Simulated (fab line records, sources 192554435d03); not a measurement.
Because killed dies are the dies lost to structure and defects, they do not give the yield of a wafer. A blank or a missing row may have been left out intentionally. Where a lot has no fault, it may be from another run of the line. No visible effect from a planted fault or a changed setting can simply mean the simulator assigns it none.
Lot-split experiment    flow n5-finfet    on a route of 1938 steps: 7 lots, 21 wafers read

## THE SPLIT
At N5_BEOL_M9_ETCH_66 (etches SOC in N2/H2, target depth 80 nm, overetch 16 nm, time 120 s), the setting time-s was moved away from the recipe's 120 s on 8 of the 21 wafers read, by -16.7% to +8.7%. The other wafers ran this setting at the recipe's value.

The reading is taken at the split's own step.

## THE READING
SiARC_of_BEOL_M9_COAT_64.thk-nm (the simulator's own value, which no gauge read), in nm, at N5_BEOL_M9_ETCH_66 (etches SOC in N2/H2, target depth 80 nm, overetch 16 nm, time 120 s). The file does not state a usual value for it. Across the 13 wafers here that went through the recipe, the average is 6.4 nm and the standard deviation 0.16 nm.

wafer   tool, chamber at the split  time-s as run, s  against the recipe  SiARC_of_BEOL_M9_COAT_64.thk-nm, nm  against lot-mates on the recipe
L076.1  rie-diel-05, 1              109.6             -8.7%               6.6                                  +0.4
L076.3  rie-diel-05, 3              109.6             -8.7%               7                                    +0.8
L076.5  rie-diel-05, 1              120               recipe              6.2                                  -
L077.1  rie-diel-05, 1,2            130.4             +8.7%               5.8                                  -0.8
L077.2  rie-diel-05, 1,2            130.4             +8.7%               5.8                                  -0.8
L077.6  rie-diel-05, 3              120               recipe              6.6                                  -
L079.4  rie-diel-04, 3,0,1          120               recipe              6.4                                  -
L079.5  rie-diel-04, 3,0,1          120               recipe              6.4                                  -
L079.6  rie-diel-04, 3,0,1          120               recipe              6.4                                  -
L082.2  rie-diel-05, 3              120               recipe              6.4                                  -
L082.3  rie-diel-05, 0              120               recipe              6.6                                  -
L082.5  rie-diel-05, 1              120               recipe              6.2                                  -
L081.1  rie-diel-03, 0              106.4             -11.3%              7                                    +1.0
L081.5  rie-diel-03, 1              106.4             -11.3%              7.2                                  +1.2
L081.6  rie-diel-03, 2              120               recipe              6                                    -
L087.1  rie-diel-04, 2,3            120               recipe              6.4                                  -
L087.2  rie-diel-04, 2,3            120               recipe              6.4                                  -
L087.4  rie-diel-04, 0              111.1             -7.4%               6.8                                  +0.4
L086.1  rie-diel-05, 1              120               recipe              6.2                                  -
L086.2  rie-diel-05, 2              120               recipe              6.4                                  -
L086.4  rie-diel-05, 3              99.95             -16.7%              7.4                                  +1.1
Where a row lists several chambers, the file gives one row for several wafers and doesn't say which wafer went through which chamber.

FIT RESULTS
A straight line over all 21 wafers: SiARC_of_BEOL_M9_COAT_64.thk-nm changes by -0.0621 nm for each +1% of time-s; r = -0.93; the points scatter about the line by 0.15 nm.
The same after taking each lot's own level away (the mean of its wafers on the recipe; 21 wafers): -0.0803 nm for each +1%; r = -0.96; scatter 0.14 nm.
Per that fit: largest time-s move, reading shift of 1.3 nm.
The lots' own levels span 6.00 to 6.60 nm, that is 3.8 times the standard deviation above.
So the lot-to-lot level changes the slope: the two fits differ.
Check: +1.42 nm against its lot-mates is what the line predicts for one of the wafers moved furthest among these (-16.7%) when that wafer is left out of the fit. It came out at +1.1 nm against them.

## THE OTHER SPLITS THESE WAFERS WENT THROUGH
These wafers also went through other splits before the reading. Each is held against what the fit with the lots' levels taken away leaves over:
other split on the same wafers  wafers away from the commonest value  r with SiARC_of_BEOL_M9_COAT_64.thk-nm (lot level and that fit taken away)
N5_BEOL_M8_COAT_22 spin-rpm     6                                     -0.11
N5_BEOL_M9_ETCH_65 bias-w       9                                     +0.42

## THE FILE'S OWN FIT
SiARC_of_BEOL_M9_COAT_64.thk-nm changes by -0.075 nm for each +1% of time-s, r = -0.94.
